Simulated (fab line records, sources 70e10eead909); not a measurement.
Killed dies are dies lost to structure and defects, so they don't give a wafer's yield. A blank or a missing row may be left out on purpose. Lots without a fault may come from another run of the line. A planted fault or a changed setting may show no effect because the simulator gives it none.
One fault seen from 2 desks | flow nand_harc | each desk has only its own numbers; what lay behind them comes last

THE TOOL OWNER'S DESK: rtp_anneal-02
The tool's own readings at NHARC_A_WL_FILL_RTA_01 (time 5 s): means of the sampled wafers that have a number, for each lot that ran on this tool. A lot is out of limits, marked OUT, if its mean lies more than 4 standard deviations from the usual mean; the brackets give that distance. Of its 9 readings 7 are shown: the one that was out of limits first, and those that lie furthest out on some lot.
Columns: A = lamp_power_pct at NHARC_A_WL_FILL_RTA_01, usual 33.6 %; B = lamp_zone_1_pct at NHARC_A_WL_FILL_RTA_01, usual 33.6 %; C = lamp_zone_3_pct at NHARC_A_WL_FILL_RTA_01, usual 33.6 %; D = lamp_zone_4_pct at NHARC_A_WL_FILL_RTA_01, usual 33.6 %; E = lamp_zone_5_pct at NHARC_A_WL_FILL_RTA_01, usual 33.6 %; F = lamp_zone_6_pct at NHARC_A_WL_FILL_RTA_01, usual 33.5 %; G = wafer_temp_C_max at NHARC_A_WL_FILL_RTA_01, usual 1004.3
lot  | first seen here | A               | B               | C               | D               | E               | F               | G
L805 | day 23 21:05    | 32.8            | 32.8            | 32.8            | 32.8            | 32.8            | 32.7            | 1007.3
L804 | day 24 00:47    | 32.8            | 32.8            | 32.8            | 32.8            | 32.9            | 32.8            | 1007.3
L806 | day 25 08:24    | 28.6 (-7.1) OUT | 28.7 (-7.0) OUT | 28.6 (-7.1) OUT | 28.7 (-7.0) OUT | 28.6 (-7.1) OUT | 28.6 (-7.1) OUT | 959.6 (-19) OUT
L807 | day 25 12:16    | 28.6 (-7.1) OUT | 28.6 (-7.1) OUT | 28.7 (-7.0) OUT | 28.7 (-7.0) OUT | 28.7 (-7.0) OUT | 28.6 (-7.1) OUT | 958.5 (-20) OUT
L816 | day 28 18:05    | 32.8            | 32.7            | 32.8            | 32.8            | 32.8            | 32.7            | 1006.2
This desk's finding: out of limits on L806, L807; first on L806, day 25 08:24 (lamp_power_pct at NHARC_A_WL_FILL_RTA_01). In limits: L805, L804, L816.

THE METROLOGY DESK
What the gauges read, lot by lot, whatever tool the lot ran on: means of the sampled wafers that have a number. A lot is out of limits, marked OUT, if its mean lies more than 4 standard deviations from the usual mean; the brackets give that distance.
Columns: A = cd_nm at NHARC_A_SLIT_CD_MEAS_09, usual 299.7 nm
lot  | first seen here | A
L795 | day 19 20:35    | 299.6
L796 | day 20 01:47    | 299.3
L799 | day 21 05:47    | 300.2
L798 | day 21 13:25    | 300.1
L802 | day 22 00:06    | 299.6
L805 | day 23 07:27    | 299.4
L804 | day 23 11:17    | 299.8
L806 | day 24 18:53    | 299.3
L807 | day 24 18:56    | 300.3
L816 | day 28 03:24    | 299.3
L817 | day 28 17:37    | 300.5
L818 | day 29 06:20    | 299.5
This desk's finding: nothing out of limits on any of the 12 lots.

PUT TOGETHER
The tool owner's desk could have raised an alarm at day 25 08:24, on L806, L807.
The metrology desk saw nothing out of limits.
The metrology desk has L806, L807 on record, within its limits.
Of the lots named, all ran NHARC_A_WL_FILL_RTA_01 on rtp_anneal-02.

WHAT THE SIMULATOR HAD PUT IN
Process parameter drift: rtp_anneal-02, from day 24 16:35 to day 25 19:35, at NHARC_A_WL_FILL_RTA_01. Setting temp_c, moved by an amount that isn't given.
Lots struck among those shown: L806, L807.
Hours from the fault's start to each desk's first reading out of limits: the tool owner's desk, 16.
